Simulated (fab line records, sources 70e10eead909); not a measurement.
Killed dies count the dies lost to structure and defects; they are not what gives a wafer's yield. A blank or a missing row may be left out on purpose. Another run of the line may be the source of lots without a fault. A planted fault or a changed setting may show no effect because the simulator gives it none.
fab line records || flow nandHarc
[record] {"lots": 6, "wafers": 18, "lastDay": 34}
route steps=1302 shown A_CONTACT@1022
lots that met no fault: from a run of the same line without faults
startH: hours from the record's opening day to when the first of the lot's shown wafers began || waitH: how many hours have passed since the lot's step before this one || " the same as in the row above || L1.1+2: a single row standing in for several wafers || - no value present, or no start provided || * or withheld: withheld || < > ~ a bound
route shown NAME@n: NAME is a module with steps in the file, n the number in the route of the first one || usual: mean and standard deviation over wafers with no fault || same: alike in all rows || chamber/n: place in a boat || sites: the reading at each site || _std_site: the values' standard deviation || _edge_site: mean of outer sites minus mean of inner sites || radiusMm: how far each site lies from the wafer's centre || mask NAME#n: copy n || behind: the last tool/chamber to shape the wafer || hold: reason for holding the lot/hours on hold/outcome of the hold || device: whichever transistor did not switch (one of n, p or np) || end of line: the same wafers' tests at the end of the route || step lacking rows: just its recipe || killed: not the wafer's yield, but the dies lost to structure and defects at the first sort || map: per-die view of a wafer (x killed, . not killed, _ where there is no die)
set.NAME: the run value of the setting; set.NAME@STEP: its run value at that earlier step || model.NAME: the simulator's own value behind a step, which no gauge read
lots at selected steps of the route; one table per step, one row per wafer
services: when a tool's chamber went out of use (startH, in hours from the record's first day, below 0 if earlier), for how many hours, and the reason
[[steps]]
[step NHARC_A_CONTACT_STRIP_100]
[recipe] {"cf4FlowSccm": 100, "chf3FlowSccm": 30, "arFlowSccm": 0, "biasW": 0, "chemistry": "CF4/CHF3"}
[step NHARC_A_CONTACT_STRIP_101]
[recipe] {"o2FlowSccm": 400, "cosFlowSccm": 20, "arFlowSccm": 0, "biasW": 0, "chemistry": "O2/COS"}
[step NHARC_A_CONTACT_ETCH_102]
[recipe] {"targetDepthA": 1000, "overetchA": 100, "timeS": 55, "ionEnergyEv": 100, "cf4FlowSccm": 80, "o2FlowSccm": 20, "arFlowSccm": 0, "rfW": 300, "biasW": 100, "chemistry": "CF4/O2"}
[usual] {"drypumpMotorCurrentA": "5.9/0.44", "oesProductAu": "1.001/0.0098", "rfVppV": "197.9/1.5", "showerheadPlenumPTorr": "1.34/0.062", "throttleValvePct": "13.397/0.0093"}
{"lot.wafer": "L544.2", "tool": "rieDiel-06", "chamber": 2, "startH": 533.88, "waitH": 0.1, "drypumpMotorCurrentA": 6.2, "oesProductAu": 0.995, "rfHoursCounterH": 12, "rfVppV": 196.9, "showerheadPlenumPTorr": 1.28, "throttleValvePct": 13.391}
{"lot.wafer": "L544.3", "tool": "rieDiel-06", "chamber": 3, "startH": 533.88, "waitH": 0.1, "drypumpMotorCurrentA": 5.8, "oesProductAu": 1.009, "rfHoursCounterH": 12, "rfVppV": 199.7, "showerheadPlenumPTorr": 1.43, "throttleValvePct": 13.383}
{"lot.wafer": "L544.6", "tool": "rieDiel-06", "chamber": 2, "startH": 533.88, "waitH": 0.1, "drypumpMotorCurrentA": 6.2, "oesProductAu": 1.007, "rfHoursCounterH": "-", "rfVppV": 196.1, "showerheadPlenumPTorr": 1.28, "throttleValvePct": 13.405}
{"lot.wafer": "L549.3", "tool": "rieDiel-04", "chamber": 1, "startH": 607.42, "waitH": 0.1, "drypumpMotorCurrentA": 5.9, "oesProductAu": 1.011, "rfHoursCounterH": 20, "rfVppV": 195.1, "showerheadPlenumPTorr": 1.27, "throttleValvePct": 13.403}
{"lot.wafer": "L549.4", "tool": "rieDiel-04", "chamber": 2, "startH": 607.42, "waitH": 0.1, "drypumpMotorCurrentA": 6.1, "oesProductAu": 0.993, "rfHoursCounterH": 21, "rfVppV": 195.7, "showerheadPlenumPTorr": 1.26, "throttleValvePct": 13.393}
{"lot.wafer": "L549.6", "tool": "rieDiel-04", "chamber": 1, "startH": 607.42, "waitH": 0.1, "drypumpMotorCurrentA": 5.9, "oesProductAu": 1.009, "rfHoursCounterH": "-", "rfVppV": 195.7, "showerheadPlenumPTorr": 1.27, "throttleValvePct": 13.397}
{"lot.wafer": "L557.4", "tool": "rieDiel-06", "chamber": 2, "startH": 685.31, "waitH": 0.1, "drypumpMotorCurrentA": 6.2, "oesProductAu": 0.985, "rfHoursCounterH": 3, "rfVppV": 195.6, "showerheadPlenumPTorr": 1.27, "throttleValvePct": 13.407}
{"lot.wafer": "L557.1", "tool": "rieDiel-06", "chamber": 3, "startH": 685.31, "waitH": 0.1, "drypumpMotorCurrentA": 5.7, "oesProductAu": 0.997, "rfHoursCounterH": 3, "rfVppV": 199.5, "showerheadPlenumPTorr": 1.42, "throttleValvePct": 13.393}
{"lot.wafer": "L557.6", "tool": "rieDiel-06", "chamber": 1, "startH": 685.31, "waitH": 0.1, "drypumpMotorCurrentA": 6.0, "oesProductAu": 1.005, "rfHoursCounterH": "-", "rfVppV": 197.7, "showerheadPlenumPTorr": 1.36, "throttleValvePct": 13.409}
{"lot.wafer": "L556.1", "tool": "rieDiel-06", "chamber": 1, "startH": 689.19, "waitH": 0.1, "drypumpMotorCurrentA": 6.0, "oesProductAu": 1.001, "rfHoursCounterH": 5, "rfVppV": 199.3, "showerheadPlenumPTorr": 1.36, "throttleValvePct": 13.406}
{"lot.wafer": "L556.2", "tool": "rieDiel-06", "chamber": 2, "startH": 689.19, "waitH": 0.1, "drypumpMotorCurrentA": 6.2, "oesProductAu": 0.996, "rfHoursCounterH": 4, "rfVppV": 195.9, "showerheadPlenumPTorr": 1.27, "throttleValvePct": 13.402}
{"lot.wafer": "L556.6", "tool": "rieDiel-06", "chamber": 0, "startH": 689.19, "waitH": 0.1, "drypumpMotorCurrentA": 5.1, "oesProductAu": 1.010, "rfHoursCounterH": "-", "rfVppV": 197.4, "showerheadPlenumPTorr": 1.32, "throttleValvePct": 13.399}
{"lot.wafer": "L562.3", "tool": "rieDiel-11", "chamber": 2, "startH": 730.27, "waitH": 0.1, "drypumpMotorCurrentA": 5.9, "oesProductAu": 1.017, "rfHoursCounterH": 14, "rfVppV": 195.3, "showerheadPlenumPTorr": 1.25, "throttleValvePct": 13.396}
{"lot.wafer": "L562.2", "tool": "rieDiel-11", "chamber": 0, "startH": 730.27, "waitH": 0.1, "drypumpMotorCurrentA": 5.2, "oesProductAu": 1.006, "rfHoursCounterH": 16, "rfVppV": 198.3, "showerheadPlenumPTorr": 1.35, "throttleValvePct": 13.380}
{"lot.wafer": "L562.5", "tool": "rieDiel-11", "chamber": 2, "startH": 730.27, "waitH": 0.1, "drypumpMotorCurrentA": 5.9, "oesProductAu": 1.011, "rfHoursCounterH": "-", "rfVppV": 196.5, "showerheadPlenumPTorr": 1.25, "throttleValvePct": 13.405}
{"lot.wafer": "L561.2", "tool": "rieDiel-11", "chamber": 0, "startH": 733.64, "waitH": 0.1, "drypumpMotorCurrentA": 5.2, "oesProductAu": 0.996, "rfHoursCounterH": 16, "rfVppV": 197.9, "showerheadPlenumPTorr": 1.35, "throttleValvePct": 13.399}
{"lot.wafer": "L561.1", "tool": "rieDiel-11", "chamber": 1, "startH": 733.64, "waitH": 0.1, "drypumpMotorCurrentA": 6.1, "oesProductAu": 0.985, "rfHoursCounterH": 16, "rfVppV": 198.1, "showerheadPlenumPTorr": 1.35, "throttleValvePct": 13.375}
{"lot.wafer": "L561.5", "tool": "rieDiel-11", "chamber": 3, "startH": 733.64, "waitH": 0.1, "drypumpMotorCurrentA": 6.6, "oesProductAu": 0.989, "rfHoursCounterH": "-", "rfVppV": 199.7, "showerheadPlenumPTorr": 1.40, "throttleValvePct": 13.398}
[step NHARC_A_CONTACT_STRIP_55]
[recipe] {"o2FlowSccm": 500, "arFlowSccm": 0, "biasW": 0, "chemistry": "O2"}
[usual] {"drypumpMotorCurrentA": "5.9/0.43", "oesProductAu": "0.999/0.0097", "rfVppV": "57.8/0.91", "showerheadPlenumPTorr": "3.53/0.16", "throttleValvePct": "17.037/0.009"}
{"lot.wafer": "L544.2", "tool": "rieDiel-06", "chamber": 2, "startH": "-", "waitH": "-", "drypumpMotorCurrentA": 6.2, "oesProductAu": 1.008, "rfHoursCounterH": 12, "rfVppV": 56.5, "showerheadPlenumPTorr": 3.39, "throttleValvePct": 17.039}
{"lot.wafer": "L544.3", "tool": "rieDiel-06", "chamber": 3, "startH": "-", "waitH": "-", "drypumpMotorCurrentA": 5.8, "oesProductAu": 1.010, "rfHoursCounterH": 12, "rfVppV": 58.1, "showerheadPlenumPTorr": 3.77, "throttleValvePct": 17.038}
{"lot.wafer": "L544.6", "tool": "rieDiel-06", "chamber": 1, "startH": "-", "waitH": "-", "drypumpMotorCurrentA": 6.0, "oesProductAu": 1.016, "rfHoursCounterH": "-", "rfVppV": 59.0, "showerheadPlenumPTorr": 3.62, "throttleValvePct": 17.053}
{"lot.wafer": "L549.4", "tool": "rieDiel-04", "chamber": 0, "startH": "-", "waitH": "-", "drypumpMotorCurrentA": 5.7, "oesProductAu": 1.011, "rfHoursCounterH": 22, "rfVppV": 57.2, "showerheadPlenumPTorr": 3.30, "throttleValvePct": 17.035}
{"lot.wafer": "L549.3", "tool": "rieDiel-04", "chamber": 1, "startH": "-", "waitH": "-", "drypumpMotorCurrentA": 6.0, "oesProductAu": 1.008, "rfHoursCounterH": 20, "rfVppV": 56.1, "showerheadPlenumPTorr": 3.36, "throttleValvePct": 17.032}
{"lot.wafer": "L549.6", "tool": "rieDiel-04", "chamber": 0, "startH": "-", "waitH": "-", "drypumpMotorCurrentA": 5.7, "oesProductAu": 1.010, "rfHoursCounterH": "-", "rfVppV": 58.3, "showerheadPlenumPTorr": 3.30, "throttleValvePct": 17.041}
{"lot.wafer": "L557.4", "tool": "rieDiel-06", "chamber": 3, "startH": "-", "waitH": "-", "drypumpMotorCurrentA": 5.8, "oesProductAu": 0.988, "rfHoursCounterH": 3, "rfVppV": 57.8, "showerheadPlenumPTorr": 3.75, "throttleValvePct": 17.040}
{"lot.wafer": "L557.1", "tool": "rieDiel-06", "chamber": 0, "startH": "-", "waitH": "-", "drypumpMotorCurrentA": 5.2, "oesProductAu": 1.007, "rfHoursCounterH": 4, "rfVppV": 56.9, "showerheadPlenumPTorr": 3.49, "throttleValvePct": 17.060}
{"lot.wafer": "L557.6", "tool": "rieDiel-06", "chamber": 0, "startH": "-", "waitH": "-", "drypumpMotorCurrentA": 5.2, "oesProductAu": 1.004, "rfHoursCounterH": "-", "rfVppV": 57.6, "showerheadPlenumPTorr": 3.49, "throttleValvePct": 17.035}
{"lot.wafer": "L556.2", "tool": "rieDiel-06", "chamber": 1, "startH": "-", "waitH": "-", "drypumpMotorCurrentA": 6.0, "oesProductAu": 1.003, "rfHoursCounterH": 5, "rfVppV": 58.8, "showerheadPlenumPTorr": 3.59, "throttleValvePct": 17.034}
{"lot.wafer": "L556.1", "tool": "rieDiel-06", "chamber": 2, "startH": "-", "waitH": "-", "drypumpMotorCurrentA": 6.2, "oesProductAu": 0.977, "rfHoursCounterH": 4, "rfVppV": 58.5, "showerheadPlenumPTorr": 3.36, "throttleValvePct": 17.021}
{"lot.wafer": "L556.6", "tool": "rieDiel-06", "chamber": 0, "startH": "-", "waitH": "-", "drypumpMotorCurrentA": 5.2, "oesProductAu": 1.003, "rfHoursCounterH": "-", "rfVppV": 57.5, "showerheadPlenumPTorr": 3.49, "throttleValvePct": 17.048}
{"lot.wafer": "L562.2", "tool": "rieDiel-11", "chamber": 3, "startH": "-", "waitH": "-", "drypumpMotorCurrentA": 6.6, "oesProductAu": 0.995, "rfHoursCounterH": 14, "rfVppV": 56.7, "showerheadPlenumPTorr": 3.70, "throttleValvePct": 17.052}
{"lot.wafer": "L562.3", "tool": "rieDiel-11", "chamber": 2, "startH": "-", "waitH": "-", "drypumpMotorCurrentA": 5.9, "oesProductAu": 1.008, "rfHoursCounterH": 14, "rfVppV": 57.7, "showerheadPlenumPTorr": 3.32, "throttleValvePct": 17.030}
{"lot.wafer": "L562.5", "tool": "rieDiel-11", "chamber": 0, "startH": "-", "waitH": "-", "drypumpMotorCurrentA": 5.1, "oesProductAu": 1.004, "rfHoursCounterH": "-", "rfVppV": 58.2, "showerheadPlenumPTorr": 3.56, "throttleValvePct": 17.034}
{"lot.wafer": "L561.2", "tool": "rieDiel-11", "chamber": 1, "startH": "-", "waitH": "-", "drypumpMotorCurrentA": 6.1, "oesProductAu": 0.993, "rfHoursCounterH": 16, "rfVppV": 57.6, "showerheadPlenumPTorr": 3.56, "throttleValvePct": 17.040}
{"lot.wafer": "L561.1", "tool": "rieDiel-11", "chamber": 3, "startH": "-", "waitH": "-", "drypumpMotorCurrentA": 6.6, "oesProductAu": 0.995, "rfHoursCounterH": 14, "rfVppV": 57.2, "showerheadPlenumPTorr": 3.70, "throttleValvePct": 17.028}
{"lot.wafer": "L561.5", "tool": "rieDiel-11", "chamber": 1, "startH": "-", "waitH": "-", "drypumpMotorCurrentA": 6.1, "oesProductAu": 0.998, "rfHoursCounterH": "-", "rfVppV": 57.1, "showerheadPlenumPTorr": 3.56, "throttleValvePct": 17.038}
[step NHARC_A_CONTACT_STRIP_56]
[recipe] {"timeS": 600, "tempC": 30, "chemistry": "postEtchResidueRemover"}
[step NHARC_A_CONTACT_DEP_57]
[recipe] {"targetThkA": 53000, "tempC": 400, "material": "aC"}
[usual] {"throttleValvePct": "35.000/0.0097"}
{"lot.wafer": "L544.2", "tool": "aclDep-03", "chamber": 0, "startH": 535.20, "waitH": "-", "throttleValvePct": 34.981}
{"lot.wafer": "L544.3", "tool": "aclDep-03", "chamber": 0, "startH": 535.20, "waitH": "-", "throttleValvePct": 34.999}
{"lot.wafer": "L544.6", "tool": "aclDep-03", "chamber": 0, "startH": 537.32, "waitH": "-", "throttleValvePct": 34.995}
{"lot.wafer": "L549.3", "tool": "aclDep-01", "chamber": 0, "startH": 616.92, "waitH": "-", "throttleValvePct": 34.996}
{"lot.wafer": "L549.4", "tool": "aclDep-01", "chamber": 0, "startH": 616.92, "waitH": "-", "throttleValvePct": 35.003}
{"lot.wafer": "L549.6", "tool": "aclDep-01", "chamber": 0, "startH": 618.52, "waitH": "-", "throttleValvePct": 34.997}
{"lot.wafer": "L557.1", "tool": "aclDep-03", "chamber": 0, "startH": 690.11, "waitH": "-", "throttleValvePct": 35.000}
{"lot.wafer": "L557.4", "tool": "aclDep-03", "chamber": 0, "startH": 691.71, "waitH": "-", "throttleValvePct": 35.007}
{"lot.wafer": "L557.6", "tool": "aclDep-03", "chamber": 0, "startH": 692.77, "waitH": "-", "throttleValvePct": 35.002}
{"lot.wafer": "L556.1", "tool": "aclDep-03", "chamber": 0, "startH": 693.30, "waitH": "-", "throttleValvePct": 35.009}
{"lot.wafer": "L556.2", "tool": "aclDep-03", "chamber": 0, "startH": 693.30, "waitH": "-", "throttleValvePct": 35.002}
{"lot.wafer": "L556.6", "tool": "aclDep-03", "chamber": 0, "startH": 696.00, "waitH": "-", "throttleValvePct": 35.019}
{"lot.wafer": "L562.2", "tool": "aclDep-02", "chamber": 0, "startH": 733.18, "waitH": "-", "throttleValvePct": 34.986}
{"lot.wafer": "L562.3", "tool": "aclDep-02", "chamber": 0, "startH": 733.18, "waitH": "-", "throttleValvePct": 34.999}
{"lot.wafer": "L562.5", "tool": "aclDep-02", "chamber": 0, "startH": 734.78, "waitH": "-", "throttleValvePct": 34.986}
{"lot.wafer": "L561.1", "tool": "aclDep-02", "chamber": 0, "startH": 735.85, "waitH": "-", "throttleValvePct": 34.998}
{"lot.wafer": "L561.2", "tool": "aclDep-02", "chamber": 0, "startH": 735.85, "waitH": "-", "throttleValvePct": 35.004}
{"lot.wafer": "L561.5", "tool": "aclDep-02", "chamber": 0, "startH": 738.01, "waitH": "-", "throttleValvePct": 34.998}
[step NHARC_A_CONTACT_DEP_58]
[recipe] {"targetThkA": 900, "targetThkNm": 90, "tempC": 400, "pressureTorr": 3.5, "flowSccm": 200, "rfW": 350, "material": "SiON"}
[usual] {"heaterPowerW": "729/72"}
{"lot.wafer": "L544.2", "tool": "pecvd-04", "chamber": 2, "startH": 537.90, "waitH": 2.2, "heaterPowerW": 881}
{"lot.wafer": "L544.3", "tool": "pecvd-04", "chamber": 0, "startH": 537.90, "waitH": 2.2, "heaterPowerW": 711}
{"lot.wafer": "L544.6", "tool": "pecvd-04", "chamber": 1, "startH": 537.90, "waitH": 2.2, "heaterPowerW": 662}
{"lot.wafer": "L549.3", "tool": "pecvd-03", "chamber": 0, "startH": 619.13, "waitH": 1.7, "heaterPowerW": 715}
{"lot.wafer": "L549.6", "tool": "pecvd-03", "chamber": 1, "startH": 619.13, "waitH": 1.7, "heaterPowerW": 597}
{"lot.wafer": "L549.4", "tool": "pecvd-03", "chamber": 0, "startH": 619.13, "waitH": 1.7, "heaterPowerW": 718}
{"lot.wafer": "L557.1", "tool": "pecvd-03", "chamber": 0, "startH": 693.38, "waitH": 2.7, "heaterPowerW": 689}
{"lot.wafer": "L557.6", "tool": "pecvd-03", "chamber": 1, "startH": 693.38, "waitH": 2.7, "heaterPowerW": 687}
{"lot.wafer": "L557.4", "tool": "pecvd-03", "chamber": 0, "startH": 693.38, "waitH": 2.7, "heaterPowerW": 683}
{"lot.wafer": "L556.2", "tool": "pecvd-03", "chamber": 0, "startH": 696.62, "waitH": 2.2, "heaterPowerW": 703}
{"lot.wafer": "L556.1", "tool": "pecvd-03", "chamber": 1, "startH": 696.62, "waitH": 2.2, "heaterPowerW": 677}
{"lot.wafer": "L556.6", "tool": "pecvd-03", "chamber": 1, "startH": 696.62, "waitH": 2.2, "heaterPowerW": 666}
{"lot.wafer": "L562.3", "tool": "pecvd-02", "chamber": 0, "startH": 735.90, "waitH": 1.7, "heaterPowerW": 615}
{"lot.wafer": "L562.2", "tool": "pecvd-02", "chamber": 1, "startH": 735.90, "waitH": 1.7, "heaterPowerW": 706}
{"lot.wafer": "L562.5", "tool": "pecvd-02", "chamber": 0, "startH": 735.90, "waitH": 1.7, "heaterPowerW": 611}
{"lot.wafer": "L561.2", "tool": "pecvd-02", "chamber": 2, "startH": 739.17, "waitH": 2.2, "heaterPowerW": 778}
{"lot.wafer": "L561.1", "tool": "pecvd-02", "chamber": 0, "startH": 739.17, "waitH": 2.2, "heaterPowerW": 587}
{"lot.wafer": "L561.5", "tool": "pecvd-02", "chamber": 2, "startH": 739.17, "waitH": 2.2, "heaterPowerW": 754}
[step NHARC_A_CONTACT_DEHYDRATE_59]
[recipe] {"tempC": 150, "timeS": 120}
[step NHARC_A_CONTACT_HMDS_60]
[recipe] {"timeS": 30}
[step NHARC_A_CONTACT_COAT_61]
[recipe] {"tempC": 260, "timeS": 75}
[step NHARC_A_CONTACT_COAT_62]
[recipe] {"tempC": 225, "timeS": 65}
[step NHARC_A_CONTACT_COAT_63]
[recipe] {"spinRpm": 1500, "resistThkNm": 90}
[step NHARC_A_CONTACT_SOFTBAKE_64]
[recipe] {"tempC": 105, "timeS": 55}
[usual] {"heaterPowerTotalW": "188.43/0.12", "plateTempC": "105.00/0.13"}
{"lot.wafer": "L544.2", "tool": "lithoTrack-01", "chamber": 0, "startH": 538, "waitH": "-", "heaterPowerTotalW": 188.51, "plateTempC": 104.97}
{"lot.wafer": "L544.3", "tool": "lithoTrack-01", "chamber": 0, "startH": 538, "waitH": "-", "heaterPowerTotalW": 188.34, "plateTempC": 105.10}
{"lot.wafer": "L544.6", "tool": "lithoTrack-01", "chamber": 0, "startH": 538, "waitH": "-", "heaterPowerTotalW": 188.29, "plateTempC": 104.93}
{"lot.wafer": "L549.3", "tool": "lithoTrack-04", "chamber": 0, "startH": 619, "waitH": "-", "heaterPowerTotalW": 188.26, "plateTempC": 104.92}
{"lot.wafer": "L549.4", "tool": "lithoTrack-04", "chamber": 0, "startH": 619, "waitH": "-", "heaterPowerTotalW": 188.34, "plateTempC": 105.04}
{"lot.wafer": "L549.6", "tool": "lithoTrack-04", "chamber": 0, "startH": 619, "waitH": "-", "heaterPowerTotalW": 188.40, "plateTempC": 104.93}
{"lot.wafer": "L557.1", "tool": "lithoTrack-01", "chamber": 0, "startH": 693, "waitH": "-", "heaterPowerTotalW": 195.55, "plateTempC": 107.87}
{"lot.wafer": "L557.4", "tool": "lithoTrack-01", "chamber": 0, "startH": 693, "waitH": "-", "heaterPowerTotalW": 195.53, "plateTempC": 108.06}
{"lot.wafer": "L557.6", "tool": "lithoTrack-01", "chamber": 0, "startH": 693, "waitH": "-", "heaterPowerTotalW": 195.90, "plateTempC": 107.96}
{"lot.wafer": "L556.1", "tool": "lithoTrack-01", "chamber": 0, "startH": 696, "waitH": "-", "heaterPowerTotalW": 195.45, "plateTempC": 107.88}
{"lot.wafer": "L556.2", "tool": "lithoTrack-01", "chamber": 0, "startH": 696, "waitH": "-", "heaterPowerTotalW": 195.60, "plateTempC": 107.72}
{"lot.wafer": "L556.6", "tool": "lithoTrack-01", "chamber": 0, "startH": 696, "waitH": "-", "heaterPowerTotalW": 195.42, "plateTempC": 107.76}
{"lot.wafer": "L562.2", "tool": "lithoTrack-06", "chamber": 0, "startH": 736, "waitH": "-", "heaterPowerTotalW": 188.35, "plateTempC": 104.85}
{"lot.wafer": "L562.3", "tool": "lithoTrack-06", "chamber": 0, "startH": 736, "waitH": "-", "heaterPowerTotalW": 188.37, "plateTempC": 105.04}
{"lot.wafer": "L562.5", "tool": "lithoTrack-06", "chamber": 0, "startH": 736, "waitH": "-", "heaterPowerTotalW": 188.28, "plateTempC": 105.00}
{"lot.wafer": "L561.1", "tool": "lithoTrack-04", "chamber": 0, "startH": 739, "waitH": "-", "heaterPowerTotalW": 188.55, "plateTempC": 104.89}
{"lot.wafer": "L561.2", "tool": "lithoTrack-04", "chamber": 0, "startH": 739, "waitH": "-", "heaterPowerTotalW": 188.35, "plateTempC": 104.77}
{"lot.wafer": "L561.5", "tool": "lithoTrack-04", "chamber": 0, "startH": 739, "waitH": "-", "heaterPowerTotalW": 188.46, "plateTempC": 104.88}
[step NHARC_A_CONTACT_EBR_65]
[[services]]
{"tool": "rieDiel-11", "chamber": 1, "startH": 522.40, "hours": 4.4, "kind": "repair"}
{"tool": "rieDiel-06", "chamber": 0, "startH": 524.67, "hours": 9.9, "kind": "repair"}
{"tool": "rieDiel-04", "chamber": "-", "startH": 532.18, "hours": 9.0, "kind": "pm"}
{"tool": "pecvd-03", "chamber": "-", "startH": 547.41, "hours": 13.0, "kind": "pm"}
{"tool": "rieDiel-06", "chamber": 1, "startH": 551.05, "hours": 2.3, "kind": "repair"}
{"tool": "lithoTrack-04", "chamber": "-", "startH": 553.00, "hours": 7.0, "kind": "pm"}
{"tool": "rieDiel-11", "chamber": 1, "startH": 553.53, "hours": 7.1, "kind": "repair"}
{"tool": "rieDiel-06", "chamber": 0, "startH": 565.19, "hours": 10.4, "kind": "repair"}
{"tool": "rieDiel-06", "chamber": 2, "startH": 589.06, "hours": 6.9, "kind": "repair"}
{"tool": "pecvd-02", "chamber": "-", "startH": 589.53, "hours": 13.0, "kind": "pm"}
{"tool": "aclDep-02", "chamber": "-", "startH": 608.33, "hours": 13.0, "kind": "pm"}
{"tool": "rieDiel-06", "chamber": 1, "startH": 611.16, "hours": 8.6, "kind": "repair"}
{"tool": "rieDiel-04", "chamber": 2, "startH": 633.68, "hours": 5.4, "kind": "repair"}
{"tool": "rieDiel-11", "chamber": "-", "startH": 646.03, "hours": 9.0, "kind": "pm"}
{"tool": "rieDiel-04", "chamber": 3, "startH": 648.56, "hours": 46.2, "kind": "repair"}
{"tool": "rieDiel-06", "chamber": "-", "startH": 662.38, "hours": 9.0, "kind": "pm"}
{"tool": "aclDep-03", "chamber": "-", "startH": 666.39, "hours": 13.0, "kind": "pm"}
{"tool": "pecvd-02", "chamber": 0, "startH": 673.70, "hours": 5.3, "kind": "repair"}
{"tool": "lithoTrack-01", "chamber": "-", "startH": 680.00, "hours": 7.0, "kind": "pm"}
{"tool": "pecvd-02", "chamber": 0, "startH": 704.26, "hours": 14.3, "kind": "repair"}
{"tool": "rieDiel-06", "chamber": 0, "startH": 707.48, "hours": 1.6, "kind": "repair"}
{"tool": "aclDep-03", "chamber": "-", "startH": 718.51, "hours": 0.2, "kind": "repair"}
{"tool": "pecvd-03", "chamber": "-", "startH": 728.41, "hours": 13.0, "kind": "pm"}
{"tool": "rieDiel-06", "chamber": 1, "startH": 733.90, "hours": 13.4, "kind": "repair"}
[[key]]
[firstSign] {"step": "NHARC_A_CONTACT_SOFTBAKE_64", "reading": "heaterPowerTotalW", "direction": "up", "sigmas": 59, "usual": "*", "struck": "*"}
[effect] {"step": "NHARC_A_CONTACT_SOFTBAKE_64", "reading": "plateTempC", "direction": "up", "sigmas": 22, "usual": "*", "struck": "*"}
metAt NHARC_A_CONTACT_SOFTBAKE_64
struckWafers L556.1,L556.2,L556.6,L557.1,L557.4,L557.6
testerLeftOut L556,L557
onsetBetween 538 693
[fault] {"kind": "processParameterDrift", "tool": "lithoTrack-01", "chamber": "-", "onsetH": 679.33, "steps": "NHARC_A_CONTACT_SOFTBAKE_64", "channel": "tempC", "offset": "*", "shape": "step", "endH": 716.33, "actsIn": "*", "stated": "*"}
// testerLeftOut: of these lots the tester's yield and bins aren't shown, on N5 and GAA mostly nor the transistor test; their killed dies are dies lost to structure and defects alone, not to doping, threshold or leakage, so they don't give the yield
